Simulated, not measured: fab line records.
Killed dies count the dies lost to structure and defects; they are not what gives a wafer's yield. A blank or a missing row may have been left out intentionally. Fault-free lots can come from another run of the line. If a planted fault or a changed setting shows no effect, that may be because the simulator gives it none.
Matching of chambers || flow n5 finfet || rie diel-02 running N5_HKMG_FIN_ETCH_55: 4 sister chambers
The step etches SOC in N2/H2, target depth 240 nm, time 300 s. 8 wafers are shown with their chamber, then 9 later ones without.

WAFERS PAIRED WITH THEIR CHAMBERS
{"wafer": "L087.4", "chamber": 1, "drypump motor current A (A)": 5.3, "showerhead plenum p Torr (Torr)": 2.60}
{"wafer": "L089.5", "chamber": 1, "drypump motor current A (A)": 5.2, "showerhead plenum p Torr (Torr)": 2.60}
{"wafer": "L091.3", "chamber": 0, "drypump motor current A (A)": 5.8, "showerhead plenum p Torr (Torr)": 2.41}
{"wafer": "L091.5", "chamber": 2, "drypump motor current A (A)": 6.2, "showerhead plenum p Torr (Torr)": 2.67}
{"wafer": "L091.6", "chamber": 3, "drypump motor current A (A)": 5.7, "showerhead plenum p Torr (Torr)": 2.60}
{"wafer": "L092.1", "chamber": 3, "drypump motor current A (A)": 5.7, "showerhead plenum p Torr (Torr)": 2.59}
{"wafer": "L092.2", "chamber": 2, "drypump motor current A (A)": 6.2, "showerhead plenum p Torr (Torr)": 2.66}
{"wafer": "L092.3", "chamber": 0, "drypump motor current A (A)": 5.8, "showerhead plenum p Torr (Torr)": 2.41}

WAFERS WITH NO CHAMBER GIVEN
{"wafer": "L094.3", "drypump motor current A (A)": 5.7, "showerhead plenum p Torr (Torr)": 2.59}
{"wafer": "L094.5", "drypump motor current A (A)": 6.2, "showerhead plenum p Torr (Torr)": 2.66}
{"wafer": "L094.6", "drypump motor current A (A)": 5.3, "showerhead plenum p Torr (Torr)": 2.59}
{"wafer": "L096.1", "drypump motor current A (A)": 5.3, "showerhead plenum p Torr (Torr)": 2.59}
{"wafer": "L096.4", "drypump motor current A (A)": 6.2, "showerhead plenum p Torr (Torr)": 2.66}
{"wafer": "L096.5", "drypump motor current A (A)": 6.2, "showerhead plenum p Torr (Torr)": 2.66}
{"wafer": "L097.1", "drypump motor current A (A)": 6.1, "showerhead plenum p Torr (Torr)": 2.66}
{"wafer": "L097.3", "drypump motor current A (A)": 5.8, "showerhead plenum p Torr (Torr)": 2.41}
{"wafer": "L097.6", "drypump motor current A (A)": 5.8, "showerhead plenum p Torr (Torr)": 2.41}

CHAMBER TAKEN BY EACH
{"wafer": "L094.3", "from the rows above": 3, "in truth": 3}
{"wafer": "L094.5", "from the rows above": 2, "in truth": 2}
{"wafer": "L094.6", "from the rows above": 1, "in truth": 1}
{"wafer": "L096.1", "from the rows above": 1, "in truth": 1}
{"wafer": "L096.4", "from the rows above": 2, "in truth": 2}
{"wafer": "L096.5", "from the rows above": 2, "in truth": 2}
{"wafer": "L097.1", "from the rows above": 2, "in truth": 2}
{"wafer": "L097.3", "from the rows above": 0, "in truth": 0}
{"wafer": "L097.6", "from the rows above": 0, "in truth": 0}
9 of 9 placed correctly. Can't be placed from these rows: 0. 0 placed wrongly.
How it was worked out, from the rows above alone: a wafer's distance from a chamber is the root of the sum, over the readings, of the square of ((its reading less the chamber's mean) divided by the reading's scatter). The wafer belongs to the nearest chamber; if the next one is less than 2 further off, it can't be placed. A chamber's mean is the mean of its shown wafers. The scatter: take each reading less its chamber's mean, square it, sum over the shown wafers, divide by the number of wafers less the number of chambers, and take the root.
